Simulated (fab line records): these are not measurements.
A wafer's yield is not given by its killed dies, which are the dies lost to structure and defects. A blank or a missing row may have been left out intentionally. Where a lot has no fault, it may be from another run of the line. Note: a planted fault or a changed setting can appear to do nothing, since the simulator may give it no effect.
fab line records    flow n5Finfet
record lots=24  wafers=72  lastDay=18
route steps=1938 shown BEOL_M10@1473
lots untouched by any fault: they come from a run of this same line in which no faults occurred
startH: hours from the record's opening day to when the first of the lot's shown wafers began    waitH: hours from the lot's prior step to this one    " unchanged from the row above    L1.1+2: several wafers, shown together as one row    - no value present, or no start provided    * or withheld: withheld    < > ~ a bound
route shown NAME@n: NAME is a module with steps in the file, n the number in the route of the first one    usual: mean/standard deviation taken from wafers without a fault    same: alike in all rows    chamber/n: place in a boat    sites: the reading at each site    _std_site: standard deviation across them    _edge_site: outer sites' mean less inner sites'    radiusMm: for every site, how far away it sits from the centre of the wafer    mask NAME#n: copy n    behind: the last tool/chamber to shape the wafer    hold: cause of the lot's hold/its duration in hours/its outcome    device: names the non-switching transistor (n, p or np)    end of line: the same wafers' tests at the end of the route    for a step that has no rows: nothing shown but its recipe    killed: at the first sort, the dies lost to defects and structure; wafer yield is something else    map: a wafer's dies, marking killed ones x, the rest . and places with no die _
set.NAME: setting as actually run; set.NAME@STEP: the setting as run at that earlier step    model.NAME: the simulator's own value behind a step, which no gauge read
route steps across a sampled set of lots; one table per step, one row per wafer
services: a tool's chamber out of use, with start hour (startH, from the record's first day; less than 0 if before it), hours out, and reason
## steps
# step N5_BEOL_M10_PECVD_70
# recipe material=SiO2  targetThkA=200  tempC=400  precursor=TEOS/O2  pressureTorr=5.5  rfW=450  teosFlowSccm=53.8  gas=O2  flowSccm=3000  timeS=22.7
# usual heaterPowerW=714/97  showerheadPlenumPTorr=8.78/0.069  throttleValvePct=22.2/0.59
lot.wafer  tool      chamber  startH  waitH  heaterPowerW  showerheadPlenumPTorr  throttleValvePct
L074.3     pecvd-02  2        218.02  0.1    693           8.80                   22.1
L074.4     "         0        "       "      826           8.80                   22.5
L074.6     "         2        "       "      720           8.80                   21.6
L075.1     pecvd-02  2        226.79  0.0    698           8.81                   22.0
L075.2     "         0        "       "      782           8.80                   22.3
L075.4     "         1        "       "      907           8.87                   22.2
L077.2     pecvd-03  2        235.17  0.0    633           8.75                   21.7
L077.5     "         1        "       "      663           8.64                   23.0
L077.6     "         0        "       "      646           8.75                   22.5
L076.2     pecvd-02  2        251.50  0.0    733           8.81                   22.1
L076.3     "         2        "       "      712           8.81                   22.3
L076.4     "         0        "       "      792           8.80                   22.5
L079.3     pecvd-01  0        253.08  0.1    740           8.88                   21.5
L079.4     "         1        "       "      831           8.87                   21.0
L079.6     "         0        "       "      718           8.86                   21.2
L081.2     pecvd-03  2        254.55  0.0    532           8.76                   21.2
L081.3     "         1        "       "      779           8.68                   23.1
L081.5     "         2        "       "      550           8.76                   21.5
L080.1     pecvd-03  0        256.54  0.0    587           8.77                   22.3
L080.3     "         2        "       "      658           8.76                   21.4
L080.4     "         2        "       "      647           8.78                   21.5
L082.3     pecvd-03  1        277.15  0.0    644           8.62                   23.0
L082.4     "         0        "       "      596           8.78                   22.3
L082.6     "         2        "       "      636           8.77                   21.5
L078.1     pecvd-01  2        281.30  0.0    678           8.82                   22.1
L078.4     "         2        "       "      694           8.82                   22.1
L078.5     "         0        "       "      772           8.86                   21.3
L083.4     pecvd-01  0        285.90  0.1    693           8.87                   21.6
L083.5     "         2        "       "      662           8.79                   21.9
L083.6     "         1        "       "      766           8.88                   21.3
L084.2     pecvd-03  2        289.16  0.0    656           8.76                   21.7
L084.4     "         0        "       "      662           8.77                   22.5
L084.6     "         1        "       "      795           8.66                   23.2
L085.1     pecvd-03  0        304.93  0.0    574           8.78                   22.4
L085.2     "         2        "       "      615           8.78                   21.5
L085.6     "         2        "       "      625           8.78                   21.5
L086.2     pecvd-02  2        306.78  0.0    596           8.82                   22.4
L086.5     "         2        "       "      594           8.82                   22.3
L086.6     "         1        "       "      906           8.87                   21.8
L088.1     pecvd-03  2        315.79  0.0    659           8.77                   21.7
L088.2     "         0        "       "      677           8.78                   22.3
L088.3     "         1        "       "      753           8.63                   23.3
L087.2     pecvd-02  1        325.00  0.0    956           8.86                   21.8
L087.3     "         2        "       "      654           8.85                   22.2
L087.6     "         1        "       "      953           8.84                   21.9
L090.1     pecvd-03  1        336.26  0.0    769           8.64                   23.2
L090.3     "         2        "       "      597           8.78                   21.5
L090.5     "         0        "       "      673           8.77                   22.5
L089.2     pecvd-03  2        342.33  0.0    550           8.76                   21.6
L089.4     "         0        "       "      571           8.78                   22.3
L089.6     "         1        "       "      747           8.65                   23.2
L091.1     pecvd-03  1        346.15  0.0    728           8.67                   23.2
L091.2     "         0        "       "      599           8.76                   22.4
L091.4     "         0        "       "      607           8.79                   22.5
L092.1     pecvd-01  1        357.89  0.0    764           8.87                   21.5
L092.3     "         2        "       "      666           8.82                   21.9
L092.4     "         1        "       "      762           8.87                   21.6
L093.1     pecvd-03  1        360.92  0.0    775           8.64                   23.0
L093.5     "         0        "       "      646           8.75                   22.4
L093.6     "         2        "       "      658           8.77                   21.5
L095.1     pecvd-02  2        360.94  0.0    625           8.79                   22.4
L095.2     "         0        "       "      821           8.81                   22.2
L095.4     "         1        "       "      915           8.86                   22.0
L094.2     pecvd-02  0        361.99  0.0    751           8.78                   22.2
L094.3     "         1        "       "      899           8.86                   21.9
L094.5     "         1        "       "      902           8.84                   21.8
L097.2     pecvd-02  2        368.06  0.0    634           8.81                   22.4
L097.4     "         1        "       "      870           8.85                   22.0
L097.5     "         2        "       "      632           8.81                   22.3
L096.4     pecvd-02  1        369.15  0.1    769           8.87                   22.1
L096.5     "         2        "       "      716           8.80                   22.3
L096.6     "         0        "       "      779           8.80                   22.3
# step N5_BEOL_M10_CURE_72
# recipe tempC=370  timeS=120  ambient=DMADMS/He  material=SiCOH_lowk
# usual lampPowerPct=52.31/0.053  wafer_temp_C_max=371.5/0.6
lot.wafer  tool       chamber  startH  waitH  lampPowerPct  wafer_temp_C_max
L074.3     uvCure-01  1        224.62  0.1    52.33         371.7
L074.4     "          1        "       "      52.26         371.6
L074.6     "          1        "       "      52.33         372.5
L075.1     uvCure-02  1        232.68  0.0    52.41         371.5
L075.2     "          1        "       "      52.34         371.7
L075.4     "          1        "       "      52.20         371.2
L077.2     uvCure-03  1        239.57  0.1    52.33         370.9
L077.5     "          1        "       "      52.29         370.9
L077.6     "          1        "       "      52.29         370.6
L076.2     uvCure-03  0        259.34  0.1    52.28         371.3
L076.3     "          0        "       "      52.40         371.2
L076.4     "          0        "       "      52.34         371.3
L081.2     uvCure-03  1        259.80  0.1    52.31         371.4
L081.3     "          1        "       "      52.32         371.2
L081.5     "          1        "       "      52.38         371.2
L079.3     uvCure-01  1        260.33  0.1    52.43         372.4
L079.4     "          1        "       "      52.25         371.8
L079.6     "          1        "       "      52.32         372.9
L080.1     uvCure-03  0        263.26  0.3    52.26         371.4
L080.3     "          0        "       "      52.31         371.4
L080.4     "          0        "       "      52.30         371.4
L082.3     uvCure-03  0        280.61  0.1    52.31         371.1
L082.4     "          0        "       "      52.24         371.6
L082.6     "          0        "       "      52.35         371.0
L078.1     uvCure-02  2        284.51  0.0    52.28         371.7
L078.4     "          2        "       "      52.45         371.3
L078.5     "          2        "       "      52.35         371.8
L083.4     uvCure-01  0        289.90  0.2    52.22         371.5
L083.5     "          0        "       "      52.28         371.1
L083.6     "          0        "       "      52.36         371.2
L084.2     uvCure-03  1        295.48  0.4    52.27         370.4
L084.4     "          1        "       "      52.31         370.8
L084.6     "          1        "       "      52.28         370.4
L085.1     uvCure-03  2        307.66  0.0    52.34         372.5
L085.2     "          2        "       "      52.31         372.2
L085.6     "          2        "       "      52.35         372.2
L086.2     uvCure-03  2        313.04  0.1    52.33         371.9
L086.5     "          2        "       "      52.27         372.9
L086.6     "          2        "       "      52.35         372.7
L088.1     uvCure-02  2        321.07  0.0    52.26         372.3
L088.2     "          2        "       "      52.31         372.0
L088.3     "          2        "       "      52.29         372.4
L087.2     uvCure-02  1        331.75  0.1    52.27         371.1
L087.3     "          1        "       "      52.26         371.2
L087.6     "          1        "       "      52.31         371.1
L090.1     uvCure-01  0        341.15  0.0    52.30         371.3
L090.3     "          0        "       "      52.35         371.2
L090.5     "          0        "       "      52.31         371.1
L089.2     uvCure-03  0        346.92  0.1    52.22         370.8
L089.4     "          0        "       "      52.35         371.9
L089.6     "          0        "       "      52.26         371.0
L091.1     uvCure-02  0        349.90  0.0    52.26         371.9
L091.2     "          0        "       "      52.34         371.7
L091.4     "          0        "       "      52.38         371.6
L092.1     uvCure-01  2        361.88  0.2    52.37         371.1
L092.3     "          2        "       "      52.34         371.2
L092.4     "          2        "       "      52.24         371.5
L093.1     uvCure-01  0        365.04  0.0    52.31         370.9
L093.5     "          0        "       "      52.43         371.4
L093.6     "          0        "       "      52.28         371.2
L095.1     uvCure-01  2        365.94  0.7    52.29         371.2
L095.2     "          2        "       "      52.39         371.2
L095.4     "          2        "       "      52.34         371.3
L094.2     uvCure-01  0        366.29  0.7    52.25         371.1
L094.3     "          0        "       "      52.34         370.8
L094.5     "          0        "       "      52.23         370.4
L096.4     uvCure-01  1        375.56  0.2    52.39         372.0
L096.5     "          1        "       "      52.23         372.4
L096.6     "          1        "       "      52.32         373.0
L097.2     uvCure-03  2        376.35  0.3    52.37         372.1
L097.4     "          2        "       "      52.35         372.1
L097.5     "          2        "       "      52.34         373.2
# step N5_BEOL_M10_SPUTTER_48
# recipe material=Cu  targetThkA=120  tempC=-20  biasV=60  powerW=26000  chamberPressurePa=0.13  timeS=2
# usual throttleValvePct=30.3/0.95
lot.wafer  tool           chamber  startH  waitH  throttleValvePct
L074.3     pvdSputter-01  -        225.77  0.1    28.5
L074.4     "              -        "       "      30.4
L074.6     "              -        "       "      28.5
L075.1     pvdSputter-01  -        235.93  0.1    30.2
L075.2     "              -        "       "      28.7
L075.4     "              -        "       "      30.6
L077.2     pvdSputter-03  -        245.40  0.1    29.6
L077.5     "              -        "       "      31.5
L077.6     "              -        "       "      30.6
L076.2     pvdSputter-02  -        260.56  0.3    30.3
L076.3     "              -        "       "      31.8
L076.4     "              -        "       "      30.1
L081.2     pvdSputter-01  -        262.06  1.0    31.6
L081.3     "              -        "       "      30.3
L081.5     "              -        "       "      30.1
L079.3     pvdSputter-03  -        262.46  0.2    29.0
L079.4     "              -        "       "      31.6
L079.6     "              -        "       "      28.9
L080.1     pvdSputter-01  -        264.40  0.1    28.5
L080.3     "              -        "       "      32.0
L080.4     "              -        "       "      30.0
L082.3     pvdSputter-01  -        282.22  0.1    28.7
L082.4     "              -        "       "      31.6
L082.6     "              -        "       "      30.4
L078.1     pvdSputter-03  -        286.84  0.1    30.7
L078.4     "              -        "       "      29.6
L078.5     "              -        "       "      29.6
L083.4     pvdSputter-03  -        290.94  0.1    29.2
L083.5     "              -        "       "      31.5
L083.6     "              -        "       "      30.9
L084.2     pvdSputter-03  -        297.85  1.2    29.0
L084.4     "              -        "       "      30.8
L084.6     "              -        "       "      31.5
L085.1     pvdSputter-02  -        309.35  0.2    29.5
L085.2     "              -        "       "      30.0
L085.6     "              -        "       "      29.4
L086.2     pvdSputter-02  -        314.19  0.2    29.8
L086.5     "              -        "       "      30.1
L086.6     "              -        "       "      29.5
L088.1     pvdSputter-03  -        321.98  0.1    31.5
L088.2     "              -        "       "      30.8
L088.3     "              -        "       "      29.7
L087.2     pvdSputter-02  -        334.80  0.1    30.2
L087.3     "              -        "       "      29.5
L087.6     "              -        "       "      29.4
L090.1     pvdSputter-02  -        343.30  0.2    29.8
L090.3     "              -        "       "      31.9
L090.5     "              -        "       "      29.8
L089.2     pvdSputter-01  -        350.50  0.1    28.7
L089.4     "              -        "       "      30.1
L089.6     "              -        "       "      30.4
L091.1     pvdSputter-02  -        352.13  0.7    30.0
L091.2     "              -        "       "      29.7
L091.4     "              -        "       "      31.6
L092.1     pvdSputter-02  -        364.74  0.2    30.2
L092.3     "              -        "       "      30.0
L092.4     "              -        "       "      31.5
L093.1     pvdSputter-02  -        366.11  0.1    29.5
L093.5     "              -        "       "      30.0
L093.6     "              -        "       "      29.1
L095.1     pvdSputter-03  -        367.19  0.1    31.6
L095.2     "              -        "       "      30.6
L095.4     "              -        "       "      30.0
L094.2     pvdSputter-02  -        367.52  0.1    31.9
L094.3     "              -        "       "      29.5
L094.5     "              -        "       "      30.4
L096.4     pvdSputter-03  -        376.64  0.1    30.7
L096.5     "              -        "       "      28.8
L096.6     "              -        "       "      30.9
L097.2     pvdSputter-01  -        378.52  0.1    30.4
L097.4     "              -        "       "      31.4
L097.5     "              -        "       "      31.7
# step N5_BEOL_M10_THK_MEAS_53
# recipe thkMeasGauge=xrf  reads=Cu_of_BEOL_M10_ECD_50
# usual M10_THK=141/3.9
lot.wafer  tool          chamber  startH  waitH  M10_THK[nm]
L074.3     filmMetro-01  -        226.90  -      147
L074.4     "             -        "       "      138
L074.6     "             -        "       "      133
L075.1     filmMetro-01  -        236.87  -      141
L075.2     "             -        "       "      142
L075.4     "             -        "       "      139
L077.2     filmMetro-01  -        246.36  -      143
L077.5     "             -        "       "      142
L077.6     "             -        "       "      142
L076.2     filmMetro-02  -        261.38  -      144
L076.3     "             -        "       "      142
L076.4     "             -        "       "      141
L081.2     filmMetro-02  -        263.14  -      142
L081.3     "             -        "       "      144
L081.5     "             -        "       "      143
L079.3     filmMetro-02  -        263.29  -      138
L079.4     "             -        "       "      145
L079.6     "             -        "       "      138
L080.1     filmMetro-02  -        265.26  -      139
L080.3     "             -        "       "      142
L080.4     "             -        "       "      146
L082.3     filmMetro-01  -        283.04  -      140
L082.4     "             -        "       "      140
L082.6     "             -        "       "      145
L078.1     filmMetro-01  -        287.88  -      141
L078.4     "             -        "       "      134
L078.5     "             -        "       "      139
L083.4     filmMetro-02  -        291.80  -      138
L083.5     "             -        "       "      142
L083.6     "             -        "       "      137
L084.2     filmMetro-01  -        299.22  -      131
L084.4     "             -        "       "      139
L084.6     "             -        "       "      133
L085.1     filmMetro-02  -        310.44  -      147
L085.2     "             -        "       "      140
L085.6     "             -        "       "      141
L086.2     filmMetro-02  -        315.23  -      145
L086.5     "             -        "       "      145
L086.6     "             -        "       "      148
L088.1     filmMetro-02  -        324.21  -      136
L088.2     "             -        "       "      147
L088.3     "             -        "       "      143
L087.2     filmMetro-02  -        335.84  -      146
L087.3     "             -        "       "      146
L087.6     "             -        "       "      143
L090.1     filmMetro-02  -        344.12  -      143
L090.3     "             -        "       "      138
L090.5     "             -        "       "      138
L089.2     filmMetro-01  -        351.32  -      141
L089.4     "             -        "       "      141
L089.6     "             -        "       "      143
L091.1     filmMetro-01  -        352.95  -      143
L091.2     "             -        "       "      143
L091.4     "             -        "       "      133
L092.1     filmMetro-01  -        365.55  -      140
L092.3     "             -        "       "      144
L092.4     "             -        "       "      143
L093.1     filmMetro-01  -        366.93  -      143
L093.5     "             -        "       "      143
L093.6     "             -        "       "      134
L095.1     filmMetro-01  -        368.39  -      140
L095.2     "             -        "       "      144
L095.4     "             -        "       "      145
L094.2     filmMetro-01  -        369.43  -      142
L094.3     "             -        "       "      143
L094.5     "             -        "       "      132
L096.4     filmMetro-01  -        377.46  -      138
L096.5     "             -        "       "      140
L096.6     "             -        "       "      139
L097.2     filmMetro-02  -        379.35  -      142
L097.4     "             -        "       "      133
L097.5     "             -        "       "      139
# step N5_BEOL_M10_RS_MEAS_57
# recipe thkMeasGauge=four-point-probe  reads=Cu_of_BEOL_M10_ECD_50+Co_of_BEOL_M10_CVD_75+TaN_of_BEOL_M10_ALD_74
# usual M10_RS=0.149/0.0044
lot.wafer  tool          chamber  startH  waitH  M10_RS[ohm/sq]
L074.3     filmMetro-01  -        227.04  0.1    0.142
L074.4     "             -        "       "      0.151
L074.6     "             -        "       "      0.157
L075.1     filmMetro-01  -        237.00  0.1    0.148
L075.2     "             -        "       "      0.146
L075.4     "             -        "       "      0.150
L077.2     filmMetro-01  -        246.52  0.1    0.147
L077.5     "             -        "       "      0.148
L077.6     "             -        "       "      0.148
L076.2     filmMetro-02  -        261.51  0.1    0.146
L076.3     "             -        "       "      0.148
L076.4     "             -        "       "      0.149
L081.2     filmMetro-02  -        263.27  0.1    0.149
L081.3     "             -        "       "      0.146
L081.5     "             -        "       "      0.148
L079.3     filmMetro-01  -        263.42  0.1    0.154
L079.4     "             -        "       "      0.146
L079.6     "             -        "       "      0.154
L080.1     filmMetro-02  -        265.40  0.1    0.153
L080.3     "             -        "       "      0.149
L080.4     "             -        "       "      0.145
L082.3     filmMetro-02  -        283.19  0.1    0.151
L082.4     "             -        "       "      0.152
L082.6     "             -        "       "      0.146
L078.1     filmMetro-02  -        288.01  0.1    0.149
L078.4     "             -        "       "      0.157
L078.5     "             -        "       "      0.151
L083.4     filmMetro-02  -        291.94  0.0    0.153
L083.5     "             -        "       "      0.148
L083.6     "             -        "       "      0.154
L084.2     filmMetro-01  -        299.35  0.1    0.160
L084.4     "             -        "       "      0.150
L084.6     "             -        "       "      0.158
L085.1     filmMetro-02  -        310.57  0.1    0.143
L085.2     "             -        "       "      0.152
L085.6     "             -        "       "      0.149
L086.2     filmMetro-02  -        315.37  0.1    0.146
L086.5     "             -        "       "      0.147
L086.6     "             -        "       "      0.143
L088.1     filmMetro-01  -        324.34  0.1    0.157
L088.2     "             -        "       "      0.144
L088.3     "             -        "       "      0.149
L087.2     filmMetro-01  -        335.98  0.1    0.146
L087.3     "             -        "       "      0.146
L087.6     "             -        "       "      0.149
L090.1     filmMetro-02  -        344.26  0.1    0.147
L090.3     "             -        "       "      0.151
L090.5     "             -        "       "      0.152
L089.2     filmMetro-02  -        351.46  0.1    0.148
L089.4     "             -        "       "      0.147
L089.6     "             -        "       "      0.145
L091.1     filmMetro-01  -        353.08  0.1    0.148
L091.2     "             -        "       "      0.148
L091.4     "             -        "       "      0.160
L092.1     filmMetro-01  -        365.69  0.1    0.151
L092.3     "             -        "       "      0.147
L092.4     "             -        "       "      0.148
L093.1     filmMetro-02  -        367.06  0.1    0.146
L093.5     "             -        "       "      0.145
L093.6     "             -        "       "      0.156
L095.1     filmMetro-01  -        368.52  0.1    0.151
L095.2     "             -        "       "      0.145
L095.4     "             -        "       "      0.145
L094.2     filmMetro-02  -        369.57  0.1    0.147
L094.3     "             -        "       "      0.145
L094.5     "             -        "       "      0.159
L096.4     filmMetro-01  -        377.60  0.0    0.153
L096.5     "             -        "       "      0.150
L096.6     "             -        "       "      0.152
L097.2     filmMetro-01  -        379.52  0.1    0.146
L097.4     "             -        "       "      0.157
L097.5     "             -        "       "      0.150
# step N5_BEOL_M10_INSPECT_58
# recipe inspectInstrument=darkfield  mode=postDep
# usual rawDefectCount=67/20
lot.wafer  tool              chamber  startH  waitH  rawDefectCount
L074.3     defectInspect-01  -        227.06  0.0    62
L074.4     "                 -        "       "      44
L074.6     "                 -        "       "      47
L075.1     defectInspect-02  -        237.03  0.0    75
L075.2     "                 -        "       "      103
L075.4     "                 -        "       "      77
L077.2     defectInspect-02  -        246.55  0.0    58
L077.5     "                 -        "       "      53
L077.6     "                 -        "       "      66
L076.2     defectInspect-02  -        261.54  0.0    60
L076.3     "                 -        "       "      91
L076.4     "                 -        "       "      91
L081.2     defectInspect-01  -        263.30  0.0    66
L081.3     "                 -        "       "      76
L081.5     "                 -        "       "      55
L079.3     defectInspect-01  -        263.45  0.0    89
L079.4     "                 -        "       "      53
L079.6     "                 -        "       "      69
L080.1     defectInspect-01  -        265.43  0.0    66
L080.3     "                 -        "       "      91
L080.4     "                 -        "       "      47
L082.3     defectInspect-01  -        283.22  0.0    109
L082.4     "                 -        "       "      83
L082.6     "                 -        "       "      60
L078.1     defectInspect-01  -        288.04  0.0    48
L078.4     "                 -        "       "      65
L078.5     "                 -        "       "      75
L083.4     defectInspect-01  -        291.96  0.0    53
L083.5     "                 -        "       "      62
L083.6     "                 -        "       "      68
L084.2     defectInspect-02  -        299.38  0.0    50
L084.4     "                 -        "       "      37
L084.6     "                 -        "       "      63
L085.1     defectInspect-01  -        310.60  0.0    61
L085.2     "                 -        "       "      59
L085.6     "                 -        "       "      99
L086.2     defectInspect-02  -        315.39  0.0    54
L086.5     "                 -        "       "      37
L086.6     "                 -        "       "      76
L088.1     defectInspect-02  -        324.37  0.0    123
L088.2     "                 -        "       "      51
L088.3     "                 -        "       "      72
L087.2     defectInspect-02  -        336.00  0.0    52
L087.3     "                 -        "       "      52
L087.6     "                 -        "       "      52
L090.1     defectInspect-02  -        344.28  0.0    60
L090.3     "                 -        "       "      71
L090.5     "                 -        "       "      57
L089.2     defectInspect-01  -        351.49  0.0    119
L089.4     "                 -        "       "      63
L089.6     "                 -        "       "      124
L091.1     defectInspect-01  -        353.11  0.0    68
L091.2     "                 -        "       "      46
L091.4     "                 -        "       "      83
L092.1     defectInspect-02  -        365.72  0.0    75
L092.3     "                 -        "       "      52
L092.4     "                 -        "       "      58
L093.1     defectInspect-01  -        367.09  0.0    69
L093.5     "                 -        "       "      65
L093.6     "                 -        "       "      60
L095.1     defectInspect-02  -        368.55  0.0    72
L095.2     "                 -        "       "      41
L095.4     "                 -        "       "      59
L094.2     defectInspect-02  -        369.59  0.0    59
L094.3     "                 -        "       "      71
L094.5     "                 -        "       "      73
L096.4     defectInspect-01  -        377.63  0.0    47
L096.5     "                 -        "       "      36
L096.6     "                 -        "       "      53
L097.2     defectInspect-02  -        379.54  0.0    46
L097.4     "                 -        "       "      44
L097.5     "                 -        "       "      64
## services
tool       chamber  startH  hours  kind
uvCure-01  -        200.26  0.2    repair
pecvd-03   2        202.38  -      clean
pecvd-03   2        202.38  -      consumableReplace:showerhead
pecvd-03   2        202.38  29.0   scheduledDown
pecvd-03   2        202.38  29.0   ventCycle
uvCure-01  -        211.02  1.0    pm
pecvd-02   1        213.54  5.5    scheduledDown
pecvd-03   0        237.39  5.5    scheduledDown
pecvd-03   0        243.03  4.9    repair
pecvd-01   2        245.23  12.9   repair
uvCure-01  -        248.69  7.5    pm
pecvd-02   1        249.97  2.1    scheduledDown
pecvd-03   2        273.09  2.1    scheduledDown
pecvd-01   1        303.86  4.9    repair
uvCure-02  -        306.34  2.1    pm
uvCure-01  -        328.81  2.1    pm
pecvd-02   0        337.11  2.1    scheduledDown
uvCure-03  -        337.31  2.8    pm
uvCure-03  -        352.91  14.6   pm
uvCure-02  -        363.06  7.5    pm
uvCure-02  -        370.61  2.8    pm
uvCure-02  -        373.96  3.8    repair
pecvd-02   2        375.64  30.7   repair
## key
fault none
